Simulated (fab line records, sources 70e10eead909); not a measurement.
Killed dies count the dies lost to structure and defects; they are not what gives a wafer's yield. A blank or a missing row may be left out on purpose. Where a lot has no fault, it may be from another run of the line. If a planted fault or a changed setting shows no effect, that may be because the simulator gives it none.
Problem report in the 8D (eight disciplines) form, filled by code -- flow nand_harc -- the parts of the form that need people (team, actions taken, sign-off) are left out

## 1. THE ISSUE
Mean of killed_at_periphery at NHARC_END_SORT_01: 461.7 across 3 wafers in 2 lots; on wafers with no fault it is 3.6 (standard deviation 2.9). So: +99 or more standard deviations from the usual mean.
The first sign was on wafer L205.1 at day 21 11:39, on prober-02. Wafers with a number at this step in the record: 6, from 2 lots. The rule behind "out" and "out of limits": a value lying over 4 standard deviations away from the usual mean. The other wafers with a number count as sound.

## 2. WHAT IT IS; WHAT IT IS NOT
question,is,is not
which readings at this step,"killed_at_periphery, defect_limited_yield, killed_dies, sort_bin_2_pct, sort_bin_3_pct, sort_bin_4_pct, sort_n_pass, sort_rim_yield_pct, sort_yield_pct","killed_at_array, killed_open, killed_short"
which lots,"L205, L207",-
which wafers of those lots,"L205.1, L205.3, L207.2","L205.5, L207.1, L207.6"
read on which gauges,"prober-01, prober-02",-
when,from day 21 11:39,"up to then (0 sound wafers); but 3 sound wafers of L205, L207 came after"

## 3. THE SUSPECTS, EACH WITH WHAT RULES IT OUT
Counting: any tool at a process step up to the reading remains a suspect provided it ran every lot that is out. Sound lots after the first of them don't rule it out here, since some wafers of a struck lot are sound.
- the gauge at NHARC_END_SORT_01 has been ruled out. Those wafers that are out were read across 2 gauges (prober-01, prober-02).
- ecd_cu-02 at NHARC_P_M0_ECD_22 (material Cu, target thk 400 nm): kept. It ran every lot that is out, first L207 (day 7 23:46).
- pvd_sputter-03 at NHARC_A_M1_PVD_21 (deposits Cu, target thk 30 nm, time 20.49 s): kept. It ran every lot that is out, first L205 (day 20 01:19). NHARC_A_M1_PVD_21 gives no start for some lots, so the hours and the order of its lots are those of NHARC_A_BONDPAD_DESCUM_11.
- rie_diel-01 at NHARC_A_BONDPAD_DESCUM_11 (chemistry O2, time 3 s): kept. It ran every lot that is out, first L205 (day 20 01:19).
The count leaves ecd_cu-02 at NHARC_P_M0_ECD_22, pvd_sputter-03 at NHARC_A_M1_PVD_21, and rie_diel-01 at NHARC_A_BONDPAD_DESCUM_11.

## 4. THE CAUSE (what the simulator had put in)
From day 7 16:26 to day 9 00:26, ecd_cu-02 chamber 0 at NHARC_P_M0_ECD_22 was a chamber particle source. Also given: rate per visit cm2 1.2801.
Of the 3 suspects that counting leaves, this tool is one.

## 5. THE EFFECT CHAIN, in route order
Each row: a reading where the mean over the struck wafers with a number is more than 3 standard deviations away from the usual. Readings are gone through only where the record gives a usual standard deviation; hours: the median, over the lots, of the time from a lot's start at the first step in this table giving one to that lot's start at this step; sigmas: the change measured in usual standard deviations.
hours,step,reading,usual,on struck wafers,change,sigmas
0,NHARC_END_SORT_01,defect_limited_yield,95.7 %,30.0,-65.7,-44
0,NHARC_END_SORT_01,killed_at_periphery,3.6,461.7,+458.1,+99 or more
0,NHARC_END_SORT_01,killed_dies,29,474,+445,+44
0,NHARC_END_SORT_01,sort_bin_2_pct,1.3 %,26.4,+25.1,+41
0,NHARC_END_SORT_01,sort_bin_3_pct,0.26 %,5.66,+5.40,+28
0,NHARC_END_SORT_01,sort_bin_4_pct,2.7 %,37.9,+35.2,+35
0,NHARC_END_SORT_01,sort_n_pass,648,203,-445,-44
0,NHARC_END_SORT_01,sort_rim_yield_pct,94 %,29,-65,-20
0,NHARC_END_SORT_01,sort_yield_pct,95.7 %,30.0,-65.7,-44

## 6. HOW IT WOULD HAVE BEEN CAUGHT EARLIER
Counted from the fault's start at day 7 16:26, it took 331 hours until the first out-of-limits reading at a measuring or inspecting step in this record, taken at day 21 11:39.
Lots out: 2; all had begun NHARC_P_M0_ECD_22 on ecd_cu-02 by day 21 11:39. A hold on the tool at that time would have spared none of them.
